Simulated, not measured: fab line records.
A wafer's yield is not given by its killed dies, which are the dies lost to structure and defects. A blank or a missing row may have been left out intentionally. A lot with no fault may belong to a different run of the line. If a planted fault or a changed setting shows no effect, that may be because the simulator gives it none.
Split-lot study + flow n5-finfet + 39 wafers read from 7 lots, route of 1938 steps

THE SPLIT
At N5_BEOL_M0_SAQP_ETCH_106 (etches SOC in N2/H2, stops on SiNx, target depth 150 nm), the setting target-depth-a was moved away from the recipe's 1500 angstrom on 18 of the 39 wafers read, by -58.3% to +56.4%. All remaining wafers had this setting at the recipe value.

No step appears in the file between the split and the reading.

THE READING
SOC_of_BEOL_M0_SAQP_COAT_105.thk-nm (the simulator's own value, which no gauge read), in nm, at N5_BEOL_M0_SAQP_ETCH_107 (etches SiNx in CH3F/O2, target depth 30 nm). No usual value for it is given in the file. Here, 21 wafers ran the recipe; their average is 12.1 nm with a standard deviation of 2.3 nm.

| wafer  | tool, chamber at the split | target-depth-a as run, angstrom | against the recipe | SOC_of_BEOL_M0_SAQP_COAT_105.thk-nm, nm | against lot-mates on the recipe |
|--------|----------------------------|---------------------------------|--------------------|-----------------------------------------|---------------------------------|
| L077.1 | rie-diel-03, 0             | 1500                            | recipe             | 12.4                                    | -                               |
| L077.2 | rie-diel-03, 2             | 1500                            | recipe             | 11                                      | -                               |
| L077.3 | rie-diel-03, 3,2           | 624.9                           | -58.3%             | 57.2                                    | +45.1                           |
| L077.4 | rie-diel-03, 1             | 1500                            | recipe             | 13                                      | -                               |
| L077.5 | rie-diel-03, 3,2           | 624.9                           | -58.3%             | 56.8                                    | +44.7                           |
| L077.6 | rie-diel-03, 1             | 624.9                           | -58.3%             | 57.4                                    | +45.3                           |
| L081.1 | rie-diel-03, 2             | 1500                            | recipe             | 11.4                                    | -                               |
| L081.2 | rie-diel-03, 0,3,0         | 2342                            | +56.1%             | 0                                       | -12.2                           |
| L081.3 | rie-diel-03, 0,3,0         | 2342                            | +56.1%             | 0                                       | -12.2                           |
| L081.5 | rie-diel-03, 0,3,0         | 2342                            | +56.1%             | 0                                       | -12.2                           |
| L081.4 | rie-diel-03, 1             | 1500                            | recipe             | 14                                      | -                               |
| L081.6 | rie-diel-03, 3             | 1500                            | recipe             | 11.2                                    | -                               |
| L082.1 | rie-diel-04, 1,0,3         | 2346                            | +56.4%             | 0                                       | -12.5                           |
| L082.4 | rie-diel-04, 1,0,3         | 2346                            | +56.4%             | 0                                       | -12.5                           |
| L082.5 | rie-diel-04, 1,0,3         | 2346                            | +56.4%             | 0                                       | -12.5                           |
| L082.2 | rie-diel-04, 3             | 1500                            | recipe             | 15.4                                    | -                               |
| L082.3 | rie-diel-04, 0             | 1500                            | recipe             | 13.4                                    | -                               |
| L082.6 | rie-diel-04, 1             | 1500                            | recipe             | 8.6                                     | -                               |
| L083.1 | rie-diel-01, 0             | 1009                            | -32.7%             | 39.8                                    | +28.8                           |
| L083.2 | rie-diel-01, 3             | 1009                            | -32.7%             | 39.4                                    | +28.4                           |
| L083.3 | rie-diel-01, 1             | 1500                            | recipe             | 9.8                                     | -                               |
| L083.4 | rie-diel-01, 2             | 1500                            | recipe             | 7.8                                     | -                               |
| L083.5 | rie-diel-01, 0             | 1009                            | -32.7%             | 39.6                                    | +28.6                           |
| L083.6 | rie-diel-01, 3             | 1500                            | recipe             | 15.4                                    | -                               |
| L086.1 | rie-diel-03, 1             | 1120                            | -25.3%             | 33                                      | +20.7                           |
| L086.2 | rie-diel-03, 3             | 1500                            | recipe             | 11.8                                    | -                               |
| L086.3 | rie-diel-03, 0             | 1120                            | -25.3%             | 32                                      | +19.7                           |
| L086.4 | rie-diel-03, 2             | 1120                            | -25.3%             | 31                                      | +18.7                           |
| L086.5 | rie-diel-03, 0             | 1500                            | recipe             | 12                                      | -                               |
| L086.6 | rie-diel-03, 1             | 1500                            | recipe             | 13.2                                    | -                               |
| L088.2 | rie-diel-04, 2             | 1500                            | recipe             | 13.8                                    | -                               |
| L088.3 | rie-diel-04, 1             | 1500                            | recipe             | 8.8                                     | -                               |
| L088.5 | rie-diel-04, 2             | 1500                            | recipe             | 14.4                                    | -                               |
| L095.1 | rie-diel-04, 1             | 1500                            | recipe             | 8.2                                     | -                               |
| L095.2 | rie-diel-04, 3             | 1005                            | -33.0%             | 38.6                                    | +26.5                           |
| L095.3 | rie-diel-04, 0             | 1500                            | recipe             | 13.4                                    | -                               |
| L095.4 | rie-diel-04, 2             | 1005                            | -33.0%             | 38.8                                    | +26.7                           |
| L095.5 | rie-diel-04, 3             | 1005                            | -33.0%             | 37.8                                    | +25.7                           |
| L095.6 | rie-diel-04, 2             | 1500                            | recipe             | 14.8                                    | -                               |
The file does not say which wafer passed through which chamber wherever a row lists several chambers: such a row stands for several wafers.

FIT RESULTS
A straight line over all 39 wafers: SOC_of_BEOL_M0_SAQP_COAT_105.thk-nm changes by -0.482 nm for each +1% of target-depth-a; r = -0.91; the points scatter about the line by 7.1 nm.
The same after taking each lot's own level away (the mean of its wafers on the recipe; 39 wafers): -0.486 nm for each +1%; r = -0.91; scatter 7.1 nm.
That fit puts the effect of the largest move of target-depth-a on the reading at 28 nm.
Across the lots, their own levels run from 11.00 to 12.47 nm, a range of 0.6 times the standard deviation given above.
The two slopes agree, so the slope changes little with the lot-to-lot level.
Check: +33 nm against its lot-mates is what the line predicts for one of the wafers moved furthest among these (-58.3%) when that wafer is left out of the fit. It came out at +45.1 nm against them.

THE WHOLE CHAIN: every reading that the file lists as answering this split, in the file's order
| step                     | what it does                                            | reading                                                                              | change (the file's fit)               | r (the file's) |
|--------------------------|---------------------------------------------------------|--------------------------------------------------------------------------------------|---------------------------------------|----------------|
| N5_BEOL_M0_SAQP_ETCH_106 | etches SOC in N2/H2, stops on SiNx, target depth 150 nm | SOC_of_BEOL_M0_SAQP_COAT_105.thk-nm (the simulator's own value, which no gauge read) | -0.6 nm for each +1% of the setting   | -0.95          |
| N5_BEOL_M0_SAQP_ETCH_107 | etches SiNx in CH3F/O2, target depth 30 nm              | SOC_of_BEOL_M0_SAQP_COAT_105.thk-nm (the simulator's own value, which no gauge read) | -0.504 nm for each +1% of the setting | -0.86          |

THE FILE'S OWN FIT
SOC_of_BEOL_M0_SAQP_COAT_105.thk-nm changes by -0.504 nm for each +1% of target-depth-a, r = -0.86.
